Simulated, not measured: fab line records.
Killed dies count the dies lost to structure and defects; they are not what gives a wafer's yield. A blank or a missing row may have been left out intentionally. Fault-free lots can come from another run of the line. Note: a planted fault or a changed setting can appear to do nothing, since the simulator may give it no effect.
Which tool is to blame? | flow n5 finfet | 10 lots, 29 wafers sampled, at 5 steps of a route of 1938

WHAT THE GAUGES READ, wafer by wafer
N5_MOL_CONTACT_COAG_THK_MEAS_29. Usual: for MD_CAP_THK the level is 17.94 nm and the standard deviation is 0.084.
lot  | measured     | on            | MD_CAP_THK (nm)   | flag
L932 | day 5 04:31  | film metro-01 | 17.94 17.99 17.81 |
L933 | day 5 10:23  | film metro-01 | 18.12 18.10 18.03 |
L936 | day 5 23:41  | film metro-02 | 17.90 18.06 17.82 |
L941 | day 7 09:16  | film metro-02 | 17.97 17.92       |
L942 | day 7 16:08  | film metro-01 | 18.08 17.94 17.99 |
L945 | day 8 09:43  | film metro-01 | 18.00 17.88 17.99 |
L953 | day 10 05:23 | film metro-02 | 17.87 17.97 17.94 |
L954 | day 10 15:44 | film metro-01 | 18.02 17.96 17.98 |
L955 | day 10 19:35 | film metro-02 | 17.75 18.10 18.03 |
L949 | day 10 20:34 | film metro-02 | 17.97 18.01 17.99 |

N5_MOL_CONTACT_COAG_OVL_MEAS_85. Usual: for VG_OVL the level is 0.0 nm and the standard deviation is 0.66.
lot  | measured     | on         | VG_OVL (nm)    | flag
L932 | day 5 05:25  | overlay-01 | -0.6 -1.0 -0.4 |
L933 | day 5 11:55  | overlay-02 | 0.5 -0.2 0.2   |
L936 | day 6 00:44  | overlay-02 | 0.4 0.6 1.0    |
L941 | day 7 10:20  | overlay-01 | -1.5 -0.1      |
L942 | day 7 17:19  | overlay-02 | -0.4 -0.1 1.2  |
L945 | day 8 10:37  | overlay-02 | -0.2 -0.2 -0.3 |
L953 | day 10 06:52 | overlay-01 | 0.0 -0.2 -0.4  |
L954 | day 10 16:39 | overlay-01 | -0.2 0.5 1.3   |
L955 | day 10 20:31 | overlay-01 | 0.7 -0.4 -0.3  |
L949 | day 10 21:37 | overlay-01 | 0.0 0.1 -0.1   |

N5_BEOL_M4_RC_MEAS_101. Usual: DIBL_N 36.1 mV/V, standard deviation 1.6; DIBL_P 35.8 mV/V, standard deviation 2.1; IOFF_N 0.16 nA/um, standard deviation 0.031; IOFF_P 0.21 nA/um, standard deviation 0.034; ION_N 673 uA/um, standard deviation 12; ION_P 461 uA/um, standard deviation 7.2; SS_N 71.4 mV/dec, standard deviation 0.59; SS_P 73.3 mV/dec, standard deviation 0.63; VT_N 250 mV, standard deviation 3.1; VT_P -250 mV, standard deviation 3.3.
lot  | measured     | on        | DIBL_N (mV/V)  | DIBL_P (mV/V)  | IOFF_N (nA/um) | IOFF_P (nA/um) | ION_N (uA/um) | ION_P (uA/um) | SS_N (mV/dec)  | SS_P (mV/dec)  | VT_N (mV)   | VT_P (mV)      | flag
L932 | day 8 07:15  | prober-02 | 36.1 36.0 36.9 | 36.1 35.6 36.0 | 0.17 0.16 0.17 | 0.21 0.21 0.21 | 676 670 689   | 463 457 465   | 71.7 71.8 71.4 | 73.4 73.3 74.3 | 248 249 247 | -253 -250 -252 |
L933 | day 8 07:31  | prober-01 | 35.3 38.5 36.4 | 35.4 38.8 37.1 | 0.15 0.21 0.16 | 0.19 0.24 0.23 | 674 687 674   | 457 461 465   | 71.6 72.6 71.7 | 73.0 73.6 73.4 | 249 245 250 | -251 -249 -247 |
L936 | day 9 09:04  | prober-02 | 36.3 36.1 38.2 | 36.9 37.0 39.6 | 0.17 0.17 0.23 | 0.21 0.21 0.27 | 683 677 687   | 459 457 465   | 71.6 71.6 72.3 | 73.3 73.4 74.0 | 250 249 243 | -253 -253 -249 |
L941 | day 10 17:59 | prober-02 | 36.4 36.4      | 35.5 36.1      | 0.14 0.15      | 0.18 0.21      | 667 668       | 453 454       | 70.6 70.6      | 73.6 73.7      | 251 251     | -253 -251      |
L942 | day 10 18:57 | prober-01 | 35.4 35.0 35.7 | 36.1 35.7 36.6 | 0.14 0.14 0.14 | 0.17 0.17 0.18 | 667 676 664   | 452 460 452   | 71.0 71.0 71.4 | 73.5 72.2 73.3 | 253 251 254 | -256 -255 -255 |
L945 | day 11 15:33 | prober-01 | 37.8 34.7 35.8 | 38.7 34.4 36.0 | 0.20 0.13 0.15 | 0.28 0.20 0.23 | 680 676 672   | 468 463 462   | 71.4 71.5 71.4 | 73.7 73.3 73.7 | 248 253 249 | -247 -250 -250 |
L953 | day 13 12:44 | prober-01 | 36.8 38.2 37.3 | 35.8 38.7 36.1 | 0.18 0.21 0.17 | 0.22 0.29 0.23 | 676 685 675   | 465 469 462   | 71.4 72.2 71.9 | 73.6 74.5 73.7 | 247 244 249 | -247 -246 -249 |
L954 | day 13 13:10 | prober-02 | 33.8 39.8 37.5 | 31.7 39.0 36.7 | 0.11 0.26 0.18 | 0.18 0.31 0.27 | 650 699 690   | 464 474 471   | 70.8 71.7 71.7 | 71.4 73.9 73.3 | 253 241 244 | -249 -241 -244 |
L955 | day 13 22:20 | prober-02 | 34.9 35.4 36.7 | 36.0 36.3 38.3 | 0.16 0.17 0.21 | 0.20 0.21 0.24 | 682 674 688   | 463 461 463   | 71.6 71.3 72.0 | 73.4 74.2 73.9 | 248 248 242 | -247 -248 -248 |
L949 | day 14 08:28 | prober-01 | 36.0 35.1 37.1 | 35.9 33.0 36.0 | 0.17 0.16 0.18 | 0.24 0.19 0.23 | 672 687 669   | 463 470 461   | 71.7 71.0 71.3 | 73.3 72.7 73.4 | 250 248 246 | -246 -250 -248 |

TOOL THAT RAN EACH LOT (tool first, then ch and the chambers of the sampled wafers, then the start)
lot  | N5_MOL_CONTACT_COAG_CONTACT_ETCH_14 | N5_MOL_CONTACT_COAG_CMP_28
L932 | rie diel-02 ch 1,2,3, day 4 20:47   | cmp-03 ch 0,2,3, day 5 04:16
L933 | rie diel-02 ch 1,3, day 5 01:23     | cmp-04 ch 0,1,3, day 5 10:10
L936 | rie diel-02 ch 1,2,3, day 5 16:04   | cmp-03 ch 1,3, day 5 23:23
L941 | rie diel-01 ch 1,3, day 7 01:33     | cmp-01 ch 2,3, day 7 08:58
L942 | rie diel-01 ch 0,3, day 7 07:26     | cmp-03 ch 0,3, day 7 15:53
L945 | rie diel-04 ch 2,3, day 8 02:10     | cmp-04 ch 1,2, day 8 09:25
L953 | rie diel-04 ch 0,1,3, day 9 21:53   | cmp-03 ch 0,1,2, day 10 05:10
L954 | rie diel-04 ch 0,1,2, day 10 06:55  | cmp-03 ch 0,1, day 10 15:28
L955 | rie diel-04 ch 0,1,3, day 10 10:27  | cmp-01 ch 0,1, day 10 19:20
L949 | rie diel-02 ch 0,1, day 10 12:37    | cmp-03 ch 0,2, day 10 20:17
- N5_MOL_CONTACT_COAG_CONTACT_ETCH_14: etches SiO2 in C4F6/O2, target depth 27.5 nm, overetch 8.5 nm, time 20 s.
- N5_MOL_CONTACT_COAG_CMP_28: polishes, stops on SiNx, t overpolish 0.85 s, target thk 14.522 nm.

WHAT THE TOOLS THEMSELVES READ (means of the sampled wafers that have a number; where no wafer has one, the mark that the record gives instead)
N5_MOL_CONTACT_COAG_CONTACT_ETCH_14. Usual: O2_flow_sccm 10.00 sccm, standard deviation 0.031; drypump motor current A 5.9 A, standard deviation 0.45; mfc ar sccm 300.1 sccm, standard deviation 0.91; oes product au 0.67 a.u., standard deviation 0.063; rf vpp V 693.1 V, standard deviation 2.4; showerhead plenum p Torr 2.91 Torr, standard deviation 0.073; throttle valve pct 21.38 %, standard deviation 0.23.
lot  | tool        | O2_flow_sccm (sccm) | drypump motor current A (A) | mfc ar sccm (sccm) | oes product au (a.u.) | rf vpp V (V) | showerhead plenum p Torr (Torr) | throttle valve pct (%) | flag
L932 | rie diel-02 | 9.99                | 5.9                         | 300.4              | 0.65                  | 694.9        | 2.95                            | 21.48                  |
L933 | rie diel-02 | 9.99                | 5.6                         | 299.8              | 0.66                  | 692.8        | 2.91                            | 21.38                  |
L936 | rie diel-02 | 10.00               | 5.9                         | 299.7              | 0.65                  | 694.0        | 2.94                            | 21.49                  |
L941 | rie diel-01 | 9.98                | 6.5                         | 300.5              | 0.67                  | 696.0        | 2.95                            | 21.48                  |
L942 | rie diel-01 | 10.00               | 6.1                         | 300.2              | 0.63                  | 691.4        | 2.83                            | 21.24                  |
L945 | rie diel-04 | 10.00               | 5.9                         | 299.3              | 0.65                  | 694.0        | 2.93                            | 21.24                  |
L953 | rie diel-04 | 9.97                | 5.5                         | 301.1              | 0.71                  | 692.9        | 2.91                            | 21.43                  |
L954 | rie diel-04 | 10.02               | 5.6                         | 299.7              | 0.65                  | 692.5        | 2.89                            | 21.31                  |
L955 | rie diel-04 | 10.03               | 5.5                         | 299.7              | 0.69                  | 693.8        | 2.91                            | 21.44                  |
L949 | rie diel-02 | 9.99                | 6.1                         | 301.3              | 0.71                  | 693.9        | 2.94                            | 21.41                  |

N5_MOL_CONTACT_COAG_CMP_28. Usual: head pressure psi 4.150 psi, standard deviation 0.01; motor current A 12.5 A, standard deviation 1.4; pad life wafers 1094, standard deviation 660; platen rpm 51.80 rpm, standard deviation 0.039; time to endpoint s 4.5 s, standard deviation 1.8.
lot  | tool   | head pressure psi (psi) | motor current A (A) | pad life wafers | platen rpm (rpm) | time to endpoint s (s) | flag
L932 | cmp-03 | 4.161                   | 12.5                | 1760            | 51.82            | 4.8                    |
L933 | cmp-04 | 4.145                   | 12.0                | 422             | 51.84            | 5.0                    |
L936 | cmp-03 | 4.154                   | 12.7                | 1897            | 51.78            | 2.1                    |
L941 | cmp-01 | 4.137                   | 12.9                | 1518            | 51.84            | 4.9                    |
L942 | cmp-03 | 4.149                   | 11.3                | 79              | 51.79            | 3.2                    |
L945 | cmp-04 | 4.140                   | 12.1                | 822             | 51.78            | 7.9                    |
L953 | cmp-03 | 4.316                   | 12.7                | 560             | 51.80            | 4.9                    | OFF
L954 | cmp-03 | 4.477                   | 12.8                | 668             | 51.79            | 5.6                    | OFF
L955 | cmp-01 | 4.148                   | 12.0                | 169             | 51.82            | 4.3                    |
L949 | cmp-03 | 4.321                   | 12.0                | 733             | 51.78            | 7.5                    | OFF

THE ANSWER, worked out from the rows above alone
Rule: a lot is off if the mean of its wafers that have a number lies more than 3 standard deviations from the usual mean. Also off: a lot with no number at a reading for which 4 or more lots have one. All remaining lots with rows at the step are treated as sound. The gauges are gone through in route order, then the tools' own readings, and for those a lot's mean is taken as printed above. At the first step where some lot is off, the reading lying furthest off is the one used; lots without a number count as furthest.
Off: L953, L954, L949, at N5_MOL_CONTACT_COAG_CMP_28 (head pressure psi).
A tool fits if, at that step or a process step before it, it ran every lot that is off, and no sound lot after the first of them. One fits: cmp-03 at N5_MOL_CONTACT_COAG_CMP_28. A fault onset in the window from L942 (day 7 15:53, its last sound lot) to L953 (day 10 05:10, its first lot off) fits.
The tool's own readings at N5_MOL_CONTACT_COAG_CMP_28 bear it out: on the lots that are off they differ by more than 5 times the standard deviation of the sound lots' means. head pressure psi reads 4.371 psi there against 4.148 psi on the sound lots.

WHAT WAS PUT IN BY THE SIMULATOR
cmp-03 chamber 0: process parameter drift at N5_MOL_CONTACT_COAG_CMP_28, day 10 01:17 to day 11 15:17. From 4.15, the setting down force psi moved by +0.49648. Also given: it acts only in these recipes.
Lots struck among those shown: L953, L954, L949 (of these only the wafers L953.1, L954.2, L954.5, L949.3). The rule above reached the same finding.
